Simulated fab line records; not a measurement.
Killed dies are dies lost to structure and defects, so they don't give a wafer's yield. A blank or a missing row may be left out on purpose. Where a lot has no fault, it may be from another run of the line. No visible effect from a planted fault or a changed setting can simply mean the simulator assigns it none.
Which tool did it? :: flow n5Finfet :: Sampling: 10 lots, 30 wafers, 2 of 1938 route steps

== WHAT THE GAUGES READ, wafer by wafer ==
N5_BEOL_M12_OCD_MEAS_35. Usual: trenchDepthNm reads 318 nm (standard deviation 6.8).
lot: L410
measured: day 11 22:11
on: ocd-02
trenchDepthNm (nm): 322 307 321
flag: 

lot: L411
measured: day 12 02:17
on: ocd-01
trenchDepthNm (nm): 327 312 321
flag: 

lot: L414
measured: day 13 05:22
on: ocd-02
trenchDepthNm (nm): 323 332 323
flag: 

lot: L417
measured: day 13 10:23
on: ocd-02
trenchDepthNm (nm): 325 315 309
flag: 

lot: L415
measured: day 13 14:22
on: ocd-01
trenchDepthNm (nm): 319 315 309
flag: 

lot: L425
measured: day 15 10:24
on: ocd-02
trenchDepthNm (nm): 327 320 321
flag: 

lot: L424
measured: day 15 21:21
on: ocd-01
trenchDepthNm (nm): 316 307 329
flag: 

lot: L427
measured: day 16 09:19
on: ocd-01
trenchDepthNm (nm): 319 324 317
flag: 

lot: L428
measured: day 16 09:47
on: ocd-02
trenchDepthNm (nm): 308 309 317
flag: 

lot: L429
measured: day 17 03:30
on: ocd-01
trenchDepthNm (nm): 319 325 327
flag: 

== WHICH TOOL RAN EACH LOT (tool, then ch and the chambers of the sampled wafers, then the start) ==
lot: L410
N5_BEOL_M12_ETCH_67: rieDiel-05 ch 0,1, day 11 21:43

lot: L411
N5_BEOL_M12_ETCH_67: rieDiel-01 ch 0,1,3, day 12 01:48

lot: L414
N5_BEOL_M12_ETCH_67: rieDiel-05 ch 0,1, day 13 04:52

lot: L417
N5_BEOL_M12_ETCH_67: rieDiel-01 ch 1,2,3, day 13 09:55

lot: L415
N5_BEOL_M12_ETCH_67: rieDiel-06 ch 0,1,3, day 13 13:52

lot: L425
N5_BEOL_M12_ETCH_67: rieDiel-01 ch 0,3, day 15 09:55

lot: L424
N5_BEOL_M12_ETCH_67: rieDiel-01 ch 1,2,3, day 15 20:52

lot: L427
N5_BEOL_M12_ETCH_67: rieDiel-05 ch 0,1, day 16 08:49

lot: L428
N5_BEOL_M12_ETCH_67: rieDiel-01 ch 1,2, day 16 09:18

lot: L429
N5_BEOL_M12_ETCH_67: rieDiel-05 ch 0,2,3, day 17 02:22
- N5_BEOL_M12_ETCH_67: etches SiARC in CF4, target depth 143 nm, time 238.3 s.

== WHAT THE TOOLS THEMSELVES READ (means of the sampled wafers that have a number; where no wafer has one, the mark that the record gives instead) ==
N5_BEOL_M12_ETCH_67. Usual: drypumpMotorCurrentA 5.9 A, standard deviation 0.56; etchRfOnTimeS 237 s, standard deviation 6; oesProductAu 0.67 a.u., standard deviation 0.075; rfVppV 184.0 V, standard deviation 1.3; showerheadPlenumPTorr 2.13 Torr, standard deviation 0.069; throttleValvePct 15.57 %, standard deviation 0.26.
lot: L410
tool: rieDiel-05
drypumpMotorCurrentA (A): 5.8
etchRfOnTimeS (s): 237
oesProductAu (a.u.): 0.65
rfVppV (V): 183.2
showerheadPlenumPTorr (Torr): 2.11
throttleValvePct (%): 15.70
flag: 

lot: L411
tool: rieDiel-01
drypumpMotorCurrentA (A): 5.8
etchRfOnTimeS (s): 235
oesProductAu (a.u.): 0.73
rfVppV (V): 184.8
showerheadPlenumPTorr (Torr): 2.18
throttleValvePct (%): 15.42
flag: 

lot: L414
tool: rieDiel-05
drypumpMotorCurrentA (A): 5.7
etchRfOnTimeS (s): 231
oesProductAu (a.u.): 0.73
rfVppV (V): 183.5
showerheadPlenumPTorr (Torr): 2.11
throttleValvePct (%): 15.55
flag: 

lot: L417
tool: rieDiel-01
drypumpMotorCurrentA (A): 6.0
etchRfOnTimeS (s): 235
oesProductAu (a.u.): 0.67
rfVppV (V): 184.6
showerheadPlenumPTorr (Torr): 2.14
throttleValvePct (%): 15.63
flag: 

lot: L415
tool: rieDiel-06
drypumpMotorCurrentA (A): 5.7
etchRfOnTimeS (s): 239
oesProductAu (a.u.): 0.65
rfVppV (V): 184.1
showerheadPlenumPTorr (Torr): 2.08
throttleValvePct (%): 15.58
flag: 

lot: L425
tool: rieDiel-01
drypumpMotorCurrentA (A): 6.1
etchRfOnTimeS (s): 229
oesProductAu (a.u.): 0.75
rfVppV (V): 185.0
showerheadPlenumPTorr (Torr): 2.22
throttleValvePct (%): 15.23
flag: 

lot: L424
tool: rieDiel-01
drypumpMotorCurrentA (A): 6.0
etchRfOnTimeS (s): 238
oesProductAu (a.u.): 0.65
rfVppV (V): 183.7
showerheadPlenumPTorr (Torr): 2.13
throttleValvePct (%): 15.68
flag: 

lot: L427
tool: rieDiel-05
drypumpMotorCurrentA (A): 5.8
etchRfOnTimeS (s): 232
oesProductAu (a.u.): 0.69
rfVppV (V): 183.7
showerheadPlenumPTorr (Torr): 2.10
throttleValvePct (%): 15.61
flag: 

lot: L428
tool: rieDiel-01
drypumpMotorCurrentA (A): 5.8
etchRfOnTimeS (s): 244
oesProductAu (a.u.): 0.59
rfVppV (V): 183.5
showerheadPlenumPTorr (Torr): 2.11
throttleValvePct (%): 15.88
flag: 

lot: L429
tool: rieDiel-05
drypumpMotorCurrentA (A): 5.9
etchRfOnTimeS (s): 238
oesProductAu (a.u.): 0.72
rfVppV (V): 184.9
showerheadPlenumPTorr (Torr): 2.19
throttleValvePct (%): 15.48
flag: 

== THE ANSWER, worked out from the rows above alone ==
Rule: a lot is off if the mean of its wafers that have a number lies more than 3 standard deviations from the usual mean. Also off: a lot with no number at a reading for which 4 or more lots have one. The other lots that the step has rows for count as sound. Order of review: gauges by route order, followed by the tools' own readings, for which a lot's mean as printed above is used. The first step at which some lot is off is used, and at that step the reading that is off furthest; a lot without a number counts as furthest.
None of the lots is off at any reading shown; this tells nothing.

== WHAT WAS PUT IN BY THE SIMULATOR ==
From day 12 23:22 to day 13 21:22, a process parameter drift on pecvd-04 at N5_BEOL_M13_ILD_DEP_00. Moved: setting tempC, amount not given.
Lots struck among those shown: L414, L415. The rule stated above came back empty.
